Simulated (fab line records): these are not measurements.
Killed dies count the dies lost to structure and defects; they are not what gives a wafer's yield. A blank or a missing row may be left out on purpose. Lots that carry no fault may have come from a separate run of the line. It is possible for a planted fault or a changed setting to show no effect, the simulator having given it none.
Which tool did it? || flow n5_finfet || 11 lots, 33 wafers sampled, at 3 steps of a route of 1938

## WHAT THE GAUGES READ, wafer by wafer
N5_BEOL_M12_INSPECT_12: inspects for defects (macro). Usual: 2 for raw_defect_count, sd 1.4.
{"lot": "L450", "measured": "day 11 15:00", "on": "defect_inspect-01", "raw_defect_count": "2 2 3", "flag": ""}
{"lot": "L451", "measured": "day 12 13:02", "on": "defect_inspect-02", "raw_defect_count": "1 3 2", "flag": ""}
{"lot": "L454", "measured": "day 12 19:11", "on": "defect_inspect-01", "raw_defect_count": "0 3 0", "flag": ""}
{"lot": "L453", "measured": "day 13 05:14", "on": "defect_inspect-01", "raw_defect_count": "4 1 1", "flag": ""}
{"lot": "L463", "measured": "day 15 06:29", "on": "defect_inspect-01", "raw_defect_count": "0 1 2", "flag": ""}
{"lot": "L466", "measured": "day 15 16:04", "on": "defect_inspect-02", "raw_defect_count": "2 0 1", "flag": ""}
{"lot": "L464", "measured": "day 15 17:34", "on": "defect_inspect-02", "raw_defect_count": "5 3 3", "flag": ""}
{"lot": "L467", "measured": "day 16 15:37", "on": "defect_inspect-02", "raw_defect_count": "1 0 1", "flag": ""}
{"lot": "L469", "measured": "day 16 20:14", "on": "defect_inspect-02", "raw_defect_count": "2 2 0", "flag": ""}
{"lot": "L468", "measured": "day 17 03:52", "on": "defect_inspect-01", "raw_defect_count": "1 0 0", "flag": ""}
{"lot": "L471", "measured": "day 17 12:47", "on": "defect_inspect-02", "raw_defect_count": "2 5 5", "flag": ""}

N5_BEOL_M12_OCD_MEAS_35. Usual: 321 nm for trench_depth_nm, sd 6.4.
{"lot": "L450", "measured": "day 11 16:40", "on": "ocd-02", "trench_depth_nm (nm)": "321 310 325", "flag": ""}
{"lot": "L451", "measured": "day 12 14:30", "on": "ocd-01", "trench_depth_nm (nm)": "307 323 326", "flag": ""}
{"lot": "L454", "measured": "day 12 21:06", "on": "ocd-02", "trench_depth_nm (nm)": "317 322 320", "flag": ""}
{"lot": "L453", "measured": "day 13 06:50", "on": "ocd-02", "trench_depth_nm (nm)": "310 327 306", "flag": ""}
{"lot": "L463", "measured": "day 15 08:06", "on": "ocd-02", "trench_depth_nm (nm)": "328 326 312", "flag": ""}
{"lot": "L466", "measured": "day 15 17:38", "on": "ocd-01", "trench_depth_nm (nm)": "330 327 326", "flag": ""}
{"lot": "L464", "measured": "day 15 19:02", "on": "ocd-01", "trench_depth_nm (nm)": "318 321 321", "flag": ""}
{"lot": "L467", "measured": "day 16 17:12", "on": "ocd-02", "trench_depth_nm (nm)": "321 322 326", "flag": ""}
{"lot": "L469", "measured": "day 16 22:04", "on": "ocd-02", "trench_depth_nm (nm)": "329 314 315", "flag": ""}
{"lot": "L468", "measured": "day 17 05:43", "on": "ocd-01", "trench_depth_nm (nm)": "323 323 322", "flag": ""}
{"lot": "L471", "measured": "day 17 14:47", "on": "ocd-02", "trench_depth_nm (nm)": "324 324 320", "flag": ""}

## EACH LOT AND THE TOOL THAT RAN IT (in order: tool; ch and the chambers of the sampled wafers; start)
{"lot": "L450", "N5_BEOL_M12_STRIP_63": "plasma_asher-02 ch 0,1, day 11 15:19"}
{"lot": "L451", "N5_BEOL_M12_STRIP_63": "plasma_asher-01 ch 0,1, day 12 13:22"}
{"lot": "L454", "N5_BEOL_M12_STRIP_63": "plasma_asher-01 ch 0,1, day 12 19:50"}
{"lot": "L453", "N5_BEOL_M12_STRIP_63": "plasma_asher-01 ch 0,1, day 13 05:34"}
{"lot": "L463", "N5_BEOL_M12_STRIP_63": "plasma_asher-02 ch 0,1, day 15 06:49"}
{"lot": "L466", "N5_BEOL_M12_STRIP_63": "plasma_asher-02 ch 0,1, day 15 16:23"}
{"lot": "L464", "N5_BEOL_M12_STRIP_63": "plasma_asher-02 ch 0,1, day 15 17:54"}
{"lot": "L467", "N5_BEOL_M12_STRIP_63": "plasma_asher-01 ch 0,1, day 16 15:56"}
{"lot": "L469", "N5_BEOL_M12_STRIP_63": "plasma_asher-02 ch 0,1, day 16 20:33"}
{"lot": "L468", "N5_BEOL_M12_STRIP_63": "plasma_asher-01 ch 0,1, day 17 04:11"}
{"lot": "L471", "N5_BEOL_M12_STRIP_63": "plasma_asher-02 ch 0,1, day 17 13:32"}
- N5_BEOL_M12_STRIP_63: strips in N2/H2.

## WHAT THE TOOLS THEMSELVES READ (means of the sampled wafers that have a number; where no wafer has one, the mark that the record gives instead)
N5_BEOL_M12_STRIP_63. Usual: chamber_pressure_mTorr 999.9 mTorr (standard deviation 0.84); drypump_motor_current_A 5.95 A (standard deviation 0.3); h2_flow_sccm 3250 sccm (standard deviation 9.7); heater_power_w 338 W (standard deviation 33); oes_product_au 0.694 a.u. (standard deviation 0.0045); strip_time_to_endpoint_s 42.8 s (standard deviation 0.75); temp_c 250.03 C (standard deviation 0.19).
{"lot": "L450", "tool": "plasma_asher-02", "chamber_pressure_mTorr (mTorr)": 1000.0, "drypump_motor_current_A (A)": 6.00, "h2_flow_sccm (sccm)": 3241, "heater_power_w (W)": 337, "oes_product_au (a.u.)": 0.692, "strip_time_to_endpoint_s (s)": 43.7, "temp_c (C)": 250.01, "flag": ""}
{"lot": "L451", "tool": "plasma_asher-01", "chamber_pressure_mTorr (mTorr)": 999.7, "drypump_motor_current_A (A)": 6.00, "h2_flow_sccm (sccm)": 3253, "heater_power_w (W)": 334, "oes_product_au (a.u.)": 0.697, "strip_time_to_endpoint_s (s)": 43.6, "temp_c (C)": 250.13, "flag": ""}
{"lot": "L454", "tool": "plasma_asher-01", "chamber_pressure_mTorr (mTorr)": 999.6, "drypump_motor_current_A (A)": 6.02, "h2_flow_sccm (sccm)": 3248, "heater_power_w (W)": 332, "oes_product_au (a.u.)": 0.693, "strip_time_to_endpoint_s (s)": 41.3, "temp_c (C)": 249.98, "flag": ""}
{"lot": "L453", "tool": "plasma_asher-01", "chamber_pressure_mTorr (mTorr)": 998.6, "drypump_motor_current_A (A)": 5.72, "h2_flow_sccm (sccm)": 3254, "heater_power_w (W)": 318, "oes_product_au (a.u.)": 0.695, "strip_time_to_endpoint_s (s)": 43.1, "temp_c (C)": 250.08, "flag": ""}
{"lot": "L463", "tool": "plasma_asher-02", "chamber_pressure_mTorr (mTorr)": 1000.1, "drypump_motor_current_A (A)": 5.97, "h2_flow_sccm (sccm)": 3250, "heater_power_w (W)": 332, "oes_product_au (a.u.)": 0.695, "strip_time_to_endpoint_s (s)": 43.3, "temp_c (C)": 249.95, "flag": ""}
{"lot": "L466", "tool": "plasma_asher-02", "chamber_pressure_mTorr (mTorr)": 1000.1, "drypump_motor_current_A (A)": 6.06, "h2_flow_sccm (sccm)": 3251, "heater_power_w (W)": 365, "oes_product_au (a.u.)": 0.698, "strip_time_to_endpoint_s (s)": 43.1, "temp_c (C)": 250.08, "flag": ""}
{"lot": "L464", "tool": "plasma_asher-02", "chamber_pressure_mTorr (mTorr)": 999.5, "drypump_motor_current_A (A)": 6.01, "h2_flow_sccm (sccm)": 3256, "heater_power_w (W)": 356, "oes_product_au (a.u.)": 0.690, "strip_time_to_endpoint_s (s)": 42.8, "temp_c (C)": 250.00, "flag": ""}
{"lot": "L467", "tool": "plasma_asher-01", "chamber_pressure_mTorr (mTorr)": 999.7, "drypump_motor_current_A (A)": 5.75, "h2_flow_sccm (sccm)": 3246, "heater_power_w (W)": 323, "oes_product_au (a.u.)": 0.694, "strip_time_to_endpoint_s (s)": 42.8, "temp_c (C)": 250.04, "flag": ""}
{"lot": "L469", "tool": "plasma_asher-02", "chamber_pressure_mTorr (mTorr)": 1000.7, "drypump_motor_current_A (A)": 5.99, "h2_flow_sccm (sccm)": 3250, "heater_power_w (W)": 332, "oes_product_au (a.u.)": 0.694, "strip_time_to_endpoint_s (s)": 42.4, "temp_c (C)": 250.18, "flag": ""}
{"lot": "L468", "tool": "plasma_asher-01", "chamber_pressure_mTorr (mTorr)": 1001.3, "drypump_motor_current_A (A)": 6.01, "h2_flow_sccm (sccm)": 3247, "heater_power_w (W)": 336, "oes_product_au (a.u.)": 0.690, "strip_time_to_endpoint_s (s)": 42.7, "temp_c (C)": 249.85, "flag": ""}
{"lot": "L471", "tool": "plasma_asher-02", "chamber_pressure_mTorr (mTorr)": 1000.3, "drypump_motor_current_A (A)": 6.04, "h2_flow_sccm (sccm)": 3246, "heater_power_w (W)": 355, "oes_product_au (a.u.)": 0.690, "strip_time_to_endpoint_s (s)": 42.1, "temp_c (C)": 250.20, "flag": ""}

## THE ANSWER, worked out from the rows above alone
Rule: take the mean of a lot's wafers that have a number; if it is more than 3 standard deviations from the usual mean, the lot is off. Also off: a lot with no number at a reading for which 4 or more lots have one. Where the step has rows for the other lots, those lots are counted as sound. The gauges are gone through in route order, then the tools' own readings, and for those a lot's mean is taken as printed above. The first step at which some lot is off is used, and at that step the reading that is off furthest; a lot without a number counts as furthest.
Nothing can be told from this: no lot is off at any reading shown.

## WHAT THE SIMULATOR HAD PUT IN
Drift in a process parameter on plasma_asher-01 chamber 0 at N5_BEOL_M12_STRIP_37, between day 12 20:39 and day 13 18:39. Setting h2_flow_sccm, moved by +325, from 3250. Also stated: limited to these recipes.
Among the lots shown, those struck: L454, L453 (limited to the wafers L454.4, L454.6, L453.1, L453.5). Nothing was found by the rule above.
